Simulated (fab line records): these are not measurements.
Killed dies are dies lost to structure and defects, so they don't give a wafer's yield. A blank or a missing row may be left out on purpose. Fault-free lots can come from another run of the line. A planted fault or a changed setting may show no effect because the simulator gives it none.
Which of the tools did it? | flow nandHarc | Sampling: 6 lots, 17 wafers, 5 of 1159 route steps

WHAT EACH GAUGE READ, for each wafer
NHARC_END_SORT_01.
lot  | measured     | on        | killedAtOther
L183 | day 19 14:13 | prober-01 | 1 0 0
L187 | day 19 14:13 | prober-02 | 0 0 1
L195 | day 21 22:44 | prober-01 | 1 0
L199 | day 23 21:08 | prober-02 | 0 1 0
L202 | day 24 05:48 | prober-02 | 1 0 0
L203 | day 24 05:01 | prober-01 | 0 1 0

WHAT TOOL EACH LOT RAN ON (gives the tool, then ch and the chambers of the sampled wafers, and finally the start)
lot  | NHARC_A_WL_FILL_CVD_03       | NHARC_A_WL_FILL_ETCHBACK_26     | NHARC_A_WL_FILL_CVD_20                  | NHARC_A_CONTACT_DEP_24
L183 | cvdW-01 ch 0,1, day 15 05:41 | rieSi-02 ch 0,1,3, day 16 00:44 | cvdW-01 ch 0,1, day 16 06:49 or earlier | pecvd-02 ch 1,2, day 16 06:49
L187 | cvdW-02 ch 0,1, day 15 15:16 | rieSi-02 ch 0,1,2, day 16 13:13 | cvdW-01 ch 0, day 16 20:59 or earlier   | pecvd-02 ch 0,2, day 16 20:59
L195 | cvdW-01 ch 1, day 17 16:56   | rieSi-03 ch 1,3, day 18 12:37   | cvdW-01 ch 0,1, day 18 21:04 or earlier | pecvd-02 ch 0,2, day 18 21:04
L199 | cvdW-01 ch 0,1, day 18 19:43 | rieSi-02 ch 1,2,3, day 19 14:37 | cvdW-01 ch 0, day 19 20:34 or earlier   | pecvd-01 ch 1,2, day 19 20:34
L202 | cvdW-02 ch 0,1, day 20 01:05 | rieSi-02 ch 0,3, day 20 21:18   | cvdW-02 ch 0,1, day 21 07:43 or earlier | pecvd-04 ch 1,2, day 21 07:43
L203 | cvdW-01 ch 0,1, day 20 04:57 | rieSi-03 ch 1,3, day 20 21:18   | cvdW-02 ch 0,1, day 21 03:35 or earlier | pecvd-01 ch 0,1,2, day 21 03:35
- NHARC_A_WL_FILL_CVD_03: deposits W, target thk 40 nm, time 3302 s.
- NHARC_A_WL_FILL_ETCHBACK_26: etches the open film in HBr, target depth 52 nm, time 13.3 s.
- NHARC_A_WL_FILL_CVD_20: deposits W, target thk 75 nm, time 5064 s.
- NHARC_A_CONTACT_DEP_24: deposits SiO2, target thk 500 nm.

THE ANSWER, worked out from the rows above alone
Rule: usual is defined by the lots themselves. The widest of any qualifying gaps counts: lots, ordered by their means at a reading, are off when they make up no more than a third of the lots, leave a main group of 4 or more, and stand apart from it by 3 or more times the standard deviation of that group's means. A main group whose means are all the same, to the digits that the tables above print for the reading, isn't used. Also off: a lot with no number at a reading for which 4 or more lots have one. Any other lot the step has rows for is counted as sound.
Across all readings shown, no lot is off: no conclusion can be drawn from this.

WHAT THE SIMULATOR HAD INSERTED
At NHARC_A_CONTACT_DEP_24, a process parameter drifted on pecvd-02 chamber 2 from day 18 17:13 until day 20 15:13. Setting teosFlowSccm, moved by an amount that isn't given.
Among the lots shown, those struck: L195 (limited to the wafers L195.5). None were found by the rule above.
